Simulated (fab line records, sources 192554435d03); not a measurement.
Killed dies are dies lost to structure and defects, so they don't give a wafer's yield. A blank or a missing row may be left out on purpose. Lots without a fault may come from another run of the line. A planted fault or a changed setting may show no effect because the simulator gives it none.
A struck lot beside a sound one | flow n5_finfet | 36 steps out of a route of 1938
Sound: wafers L117.3, L117.4, L117.5. Struck: wafer L120.2. (L120.1, L120.6 of the same lot were not struck and are left out.) The cause comes at the end.
At each step with rows: each side's tool, then ch and its chambers, then its first start. Under that, the readings that differ: sound wafers | struck wafers | difference of the means | sigmas: that difference in standard deviations of wafers without a fault.
alike: readings whose means differ by less than 2 such deviations, and words and numbers that are the same on both sides. not compared: withheld readings, readings that some wafer has no value for, bounds like >300 that may hide the same value, and numbers for which the record gives no deviation and whose values overlap.
The two part at a step that has a row with sigmas, a row that says differs or no value, or rows on one side only. Numbers that don't overlap but have no deviation are shown without sigmas and don't part them. A reading that every wafer of one side lacks parts them only if that side has two wafers or more.

first, 9 steps without rows for these wafers: N5_SD_EPI_N_DEVELOP_08 (develop time 30 s); N5_SD_EPI_N_DESCUM_14 (chemistry O2, time 7.9 s); N5_SD_EPI_N_ETCH_34 (etches SiARC in CF4, target depth 45.5 nm, time 75.8 s); N5_SD_EPI_N_ETCH_35 (etches SOC in N2/H2, overetch 108 nm, time 486 s); N5_SD_EPI_N_STRIP_36 (strips in N2/H2); N5_SD_EPI_N_ETCHBACK_44 (etches SiNx in CH3F/O2, stops on SiO2, target depth 14.5 nm); N5_SD_EPI_N_ETCH_45 (etches SiOCN in CH3F/O2, target depth 6 nm); N5_SD_EPI_N_ETCH_16 (etches SiO2 in CHF3/O2, target depth 5 nm); N5_SD_EPI_N_STRIP_47 (strips in CHF3/O2).
N5_SD_EPI_N_SD_RECESS_17: chemistry HBr/Cl2/O2, target depth 41 nm, time 23.7 s, bt time 3 s.
  sound on rie_si-01 ch 0,2,3, day 6 11:07; struck on rie_si-01 ch 0, day 6 23:37
  reading                                 | sound             | struck | difference | sigmas
  O2_flow_sccm (sccm)                     | 12.04 12.06 12.03 | 11.96  | -0.08      | -2
  oes_product_au (a.u.)                   | 1.010 1.031 1.005 | 1.154  | +0.139     | +8
  model.SD_EPI_N.feature_depth_nm (nm)    | 41.2 41.2 40.8    | 61.6   | +20.5      |
  model.etch.depth_nm (nm)                | 41.28 41.23 40.74 | 61.58  | +20.50     |
  model.Si_of_WELL_APT_EPI_41.thk_nm (nm) | 7.4 7 7.8         | 4.2    | -3.2       |
  alike: drypump_motor_current_A, throttle_valve_pct
  not compared: rf_hours_counter_h
then, 2 steps without rows for these wafers: N5_SD_EPI_N_STRIP_38 (strips in N2/H2); N5_SD_EPI_N_WET_ETCH_43 (etches SiO2 in dHF, time 14 s, target depth 1.5 nm).
N5_SD_EPI_N_STRIP_18: strips in SPM, time 750 s.
  sound on wet_bench-06 ch 0,1,7, day 6 11:25; struck on wet_bench-06 ch 3, day 6 23:49
  reading                                 | sound       | struck | difference | sigmas
  model.Si_of_WELL_APT_EPI_41.thk_nm (nm) | 7.2 6.8 7.4 | 3.8    | -3.3       |
then, 21 steps without rows for these wafers: N5_SD_EPI_N_SRD_20 (time 30 s); N5_SD_EPI_N_PRECLEAN_48 (cleans in NF3:NH3, afs cycles 2, time 20 s, sublimation time 60 s); N5_SD_EPI_N_VAPOR_ETCH_50 (etches Si in HCl, time 54 s); N5_SD_EPI_N_EPI_21 (deposits Si:P, time 690 s); N5_SD_EPI_N_PRECLEAN_24 (cleans in O3/DIW, time 60 s); N5_SD_EPI_N_SRD_25 (time 30 s); N5_SD_EPI_N_PRECLEAN_49 (cleans in NF3:NH3, afs cycles 1, time 20 s, sublimation time 60 s); N5_SD_EPI_N_LINER_46 (material SiNx, target thk 3 nm); N5_SD_EPI_P_COAT_34 (time 60 s, resist thk 350 nm); N5_SD_EPI_P_COAT_35 (time 60 s, resist thk 35 nm); N5_SD_EPI_P_COAT_03 (resist thk 150 nm); N5_SD_EPI_P_EBR_05; N5_SD_EPI_P_SOFTBAKE_04 (time 60 s); N5_SD_EPI_P_EXPOSE_06 (exposes mask SD P BLK, target cd 240 nm); N5_SD_EPI_P_PEB_07 (peb time 60 s); N5_SD_EPI_P_DEVELOP_08 (develop time 30 s); N5_SD_EPI_P_DESCUM_14 (chemistry O2, time 7.9 s); N5_SD_EPI_P_ETCH_36 (etches SiARC in CF4, target depth 45.5 nm, time 75.8 s); N5_SD_EPI_P_ETCH_37 (etches SOC in N2/H2, overetch 108 nm, time 486 s); N5_SD_EPI_P_STRIP_38 (strips in N2/H2); N5_SD_EPI_P_ETCHBACK_46 (etches SiNx in CH3F/O2, stops on SiO2, target depth 17.5 nm).
-- the record jumps here: 5 days lie between the struck wafers' starts before and after (it left off in module SD_EPI_P and takes up again in module BEOL_M4, whose first step shown is number 1111 of the route) --
N5_BEOL_M4_RC_MEAS_101:
  sound on prober-02 ch 0, day 11 09:11; struck on prober-01 ch 0, day 12 05:11
  reading       | sound       | struck | difference | sigmas
  ION_P (uA/um) | 474 465 472 | 450    | -20        | -3
  alike: DIBL_P, IOFF_P, SS_P, VT_P
  not compared: CJ_N, DIBL_N, EOT_N, IGATE_N, IOFF_N, IOFF_N_85C, IOFF_N_LIN, IOFF_N_LONG, ION_N, RC_DENSE_N, RC_N, REXT_N, RS_SD_N, SS_N, VT_N, VT_N_LONG, VT_N_LVT
-- the record jumps here: 4 days lie between the struck wafers' starts before and after (it left off in module BEOL_M4 and takes up again in module PASSIVATION, whose first step shown is number 1936 of the route) --
N5_PASSIVATION_PROBE_49:
  sound on prober-02, day 16 03:32; struck on prober-01, day 16 13:26
  reading                | sound          | struck | difference | sigmas
  killed_short           | 22 18 14       | 36     | +18        | +2
  sort_bin_4_leakage (%) | 0 0 0          | 92.54  | +92.54     |
  sort_n_pass            | 1110 1103 1113 | 0      | -1109      | -65
  sort_yield_pct (%)     | 94.1 93.5 94.3 | 0      | -94        | -63
  alike: defect_limited_yield, killed_at_M0_to_M3, killed_at_M4_up, killed_at_contacts, killed_at_front_end, killed_at_other, killed_dies, killed_open, sort_bin_5_function, sort_bin_6_memory

WHERE THEY PART
First at N5_SD_EPI_N_SD_RECESS_17; last, within this record, at N5_PASSIVATION_PROBE_49.

WHY: what the simulator had put in
Process parameter drift: rie_si-01, from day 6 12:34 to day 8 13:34, at N5_SD_EPI_N_SD_RECESS_17. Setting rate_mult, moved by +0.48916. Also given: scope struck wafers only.
